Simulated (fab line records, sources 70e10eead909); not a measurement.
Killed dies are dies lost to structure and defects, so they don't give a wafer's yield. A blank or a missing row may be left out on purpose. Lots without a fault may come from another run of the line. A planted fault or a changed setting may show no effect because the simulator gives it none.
Chamber matching | flow nand_harc | NHARC_A_M1_CMP_23 on cmp-02: 4 sister chambers
The step polishes, t overpolish 20 s, target thk 154.34 nm. 4 wafers are shown with their chamber, then 7 later ones without.

WAFERS WITH THEIR CHAMBER
wafer  | chamber | motor_current_A (A)
L229.1 | 1       | 11.1
L229.5 | 3       | 10.8
L237.3 | 2       | 10.3
L237.4 | 0       | 13.3

WAFERS WITHOUT THEIR CHAMBER
wafer  | motor_current_A (A)
L237.5 | 10.2
L238.1 | 10.9
L238.2 | 13.8
L238.5 | 11.0
L239.1 | 10.3
L239.3 | 11.1
L239.5 | 10.9

WHICH CHAMBER EACH WENT THROUGH
wafer  | from the rows above     | in truth
L237.5 | 2                       | 2
L238.1 | can't be placed: 3 or 1 | 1
L238.2 | 0                       | 0
L238.5 | can't be placed: 1 or 3 | 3
L239.1 | 2                       | 2
L239.3 | can't be placed: 1 or 3 | 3
L239.5 | can't be placed: 3 or 1 | 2
Placed correctly: 3 of 7. Can't be placed from these rows: 4 (the true chamber is among the candidates in 3). Placed wrongly: 0.
How it was worked out, from the rows above alone: a wafer's distance from a chamber is the root of the sum, over the readings, of the square of ((its reading less the chamber's mean) divided by the reading's scatter). The wafer belongs to the nearest chamber; if the next one is less than 2 further off, it can't be placed. A chamber's mean is the mean of its shown wafers. The scatter: with one shown wafer a chamber, the root of the mean of the squares of how far each hidden wafer lies from its nearest shown one.
